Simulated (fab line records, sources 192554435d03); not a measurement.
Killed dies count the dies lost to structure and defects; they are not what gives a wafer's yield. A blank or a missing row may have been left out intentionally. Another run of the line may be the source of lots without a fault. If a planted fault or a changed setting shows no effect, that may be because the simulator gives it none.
Split-lot experiment || flow n5-finfet || 21 wafers read across 7 lots, on a route 1938 steps long

== THE SPLIT ==
At N5_BEOL_M11_COAT_22 (resist thk 90 nm), the setting spin-rpm was moved away from the recipe's 1500 rpm on 10 of the 21 wafers read, by -10.5% to +10.4%. For the rest of the wafers, this setting stayed at what the recipe calls for.

The reading comes from the split's own step.

== THE READING ==
CAR-ArF_of_BEOL_M11_COAT_22.thk-nm (the simulator's own value, which no gauge read), in nm, at N5_BEOL_M11_COAT_22 (resist thk 90 nm). The file gives no usual value for it. The 11 wafers here that ran the recipe average 90.1 nm, standard deviation 0.16 nm.

{"wafer": "L077.3", "tool, chamber at the split": "litho-track-01, 0", "spin-rpm as run, rpm": 1363, "against the recipe": "-9.1%", "CAR-ArF_of_BEOL_M11_COAT_22.thk-nm, nm": 94.6, "against lot-mates on the recipe": "+4.8"}
{"wafer": "L077.5", "tool, chamber at the split": "litho-track-01, 0", "spin-rpm as run, rpm": 1363, "against the recipe": "-9.1%", "CAR-ArF_of_BEOL_M11_COAT_22.thk-nm, nm": 94.6, "against lot-mates on the recipe": "+4.8"}
{"wafer": "L077.4", "tool, chamber at the split": "litho-track-01, 0", "spin-rpm as run, rpm": 1500, "against the recipe": "recipe", "CAR-ArF_of_BEOL_M11_COAT_22.thk-nm, nm": 89.8, "against lot-mates on the recipe": "-"}
{"wafer": "L079.3", "tool, chamber at the split": "litho-track-01, 0", "spin-rpm as run, rpm": 1656, "against the recipe": "+10.4%", "CAR-ArF_of_BEOL_M11_COAT_22.thk-nm, nm": 85.6, "against lot-mates on the recipe": -4.4}
{"wafer": "L079.6", "tool, chamber at the split": "litho-track-01, 0", "spin-rpm as run, rpm": 1656, "against the recipe": "+10.4%", "CAR-ArF_of_BEOL_M11_COAT_22.thk-nm, nm": 85.6, "against lot-mates on the recipe": -4.4}
{"wafer": "L079.5", "tool, chamber at the split": "litho-track-01, 0", "spin-rpm as run, rpm": 1500, "against the recipe": "recipe", "CAR-ArF_of_BEOL_M11_COAT_22.thk-nm, nm": 90, "against lot-mates on the recipe": "-"}
{"wafer": "L082.4", "tool, chamber at the split": "litho-track-02, 0", "spin-rpm as run, rpm": 1500, "against the recipe": "recipe", "CAR-ArF_of_BEOL_M11_COAT_22.thk-nm, nm": 90.2, "against lot-mates on the recipe": "-"}
{"wafer": "L082.5", "tool, chamber at the split": "litho-track-02, 0", "spin-rpm as run, rpm": 1500, "against the recipe": "recipe", "CAR-ArF_of_BEOL_M11_COAT_22.thk-nm, nm": 90.2, "against lot-mates on the recipe": "-"}
{"wafer": "L082.6", "tool, chamber at the split": "litho-track-02, 0", "spin-rpm as run, rpm": 1500, "against the recipe": "recipe", "CAR-ArF_of_BEOL_M11_COAT_22.thk-nm, nm": 90, "against lot-mates on the recipe": "-"}
{"wafer": "L091.3", "tool, chamber at the split": "litho-track-02, 0", "spin-rpm as run, rpm": 1342, "against the recipe": "-10.5%", "CAR-ArF_of_BEOL_M11_COAT_22.thk-nm, nm": 95, "against lot-mates on the recipe": "+5.0"}
{"wafer": "L091.4", "tool, chamber at the split": "litho-track-02, 0", "spin-rpm as run, rpm": 1500, "against the recipe": "recipe", "CAR-ArF_of_BEOL_M11_COAT_22.thk-nm, nm": 90, "against lot-mates on the recipe": "-"}
{"wafer": "L091.5", "tool, chamber at the split": "litho-track-02, 0", "spin-rpm as run, rpm": 1342, "against the recipe": "-10.5%", "CAR-ArF_of_BEOL_M11_COAT_22.thk-nm, nm": 95.2, "against lot-mates on the recipe": "+5.2"}
{"wafer": "L093.1", "tool, chamber at the split": "litho-track-05, 0", "spin-rpm as run, rpm": 1500, "against the recipe": "recipe", "CAR-ArF_of_BEOL_M11_COAT_22.thk-nm, nm": 90.2, "against lot-mates on the recipe": "-"}
{"wafer": "L093.2", "tool, chamber at the split": "litho-track-05, 0", "spin-rpm as run, rpm": 1500, "against the recipe": "recipe", "CAR-ArF_of_BEOL_M11_COAT_22.thk-nm, nm": 90.2, "against lot-mates on the recipe": "-"}
{"wafer": "L093.4", "tool, chamber at the split": "litho-track-05, 0", "spin-rpm as run, rpm": 1500, "against the recipe": "recipe", "CAR-ArF_of_BEOL_M11_COAT_22.thk-nm, nm": 90, "against lot-mates on the recipe": "-"}
{"wafer": "L095.2", "tool, chamber at the split": "litho-track-02, 0", "spin-rpm as run, rpm": 1606, "against the recipe": "+7.1%", "CAR-ArF_of_BEOL_M11_COAT_22.thk-nm, nm": 87.2, "against lot-mates on the recipe": -2.8}
{"wafer": "L095.5", "tool, chamber at the split": "litho-track-02, 0", "spin-rpm as run, rpm": 1606, "against the recipe": "+7.1%", "CAR-ArF_of_BEOL_M11_COAT_22.thk-nm, nm": 87, "against lot-mates on the recipe": -3.0}
{"wafer": "L095.6", "tool, chamber at the split": "litho-track-02, 0", "spin-rpm as run, rpm": 1500, "against the recipe": "recipe", "CAR-ArF_of_BEOL_M11_COAT_22.thk-nm, nm": 90, "against lot-mates on the recipe": "-"}
{"wafer": "L094.2", "tool, chamber at the split": "litho-track-02, 0", "spin-rpm as run, rpm": 1586, "against the recipe": "+5.7%", "CAR-ArF_of_BEOL_M11_COAT_22.thk-nm, nm": 87.8, "against lot-mates on the recipe": -2.6}
{"wafer": "L094.4", "tool, chamber at the split": "litho-track-02, 0", "spin-rpm as run, rpm": 1586, "against the recipe": "+5.7%", "CAR-ArF_of_BEOL_M11_COAT_22.thk-nm, nm": 87.8, "against lot-mates on the recipe": -2.6}
{"wafer": "L094.6", "tool, chamber at the split": "litho-track-02, 0", "spin-rpm as run, rpm": 1500, "against the recipe": "recipe", "CAR-ArF_of_BEOL_M11_COAT_22.thk-nm, nm": 90.4, "against lot-mates on the recipe": "-"}

FIT RESULTS
A straight line over all 21 wafers: CAR-ArF_of_BEOL_M11_COAT_22.thk-nm changes by -0.455 nm for each +1% of spin-rpm; r = -1.00; the points scatter about the line by 0.2 nm.
The same after taking each lot's own level away (the mean of its wafers on the recipe; 21 wafers): -0.465 nm for each +1%; r = -1.00; scatter 0.22 nm.
That fit puts the effect of the largest move of spin-rpm on the reading at 4.9 nm.
Across the lots, their own levels run from 89.80 to 90.40 nm, a range of 3.8 times the standard deviation given above.
The two slopes are in agreement: the lot-to-lot level therefore moves the slope only a little.
Check: with one of the wafers moved furthest among these (-10.5%) left out of the fit, the line predicts +5.07 nm for it against its lot-mates. It came out at +5 nm against them.

== ADDITIONAL SPLITS CARRIED BY THESE WAFERS ==
Other splits were also applied to these wafers ahead of the reading. Each is held against what the fit with the lots' levels taken away leaves over:
{"other split on the same wafers": "N5_BEOL_M10_COAT_63 spin-rpm", "wafers away from the commonest value": 6, "r with CAR-ArF_of_BEOL_M11_COAT_22.thk-nm (lot level and that fit taken away)": "+0.21"}
{"other split on the same wafers": "N5_BEOL_M10_COAT_64 spin-rpm", "wafers away from the commonest value": 10, "r with CAR-ArF_of_BEOL_M11_COAT_22.thk-nm (lot level and that fit taken away)": "+0.02"}

== FILE'S OWN FIT ==
CAR-ArF_of_BEOL_M11_COAT_22.thk-nm changes by -0.464 nm for each +1% of spin-rpm, r = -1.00.
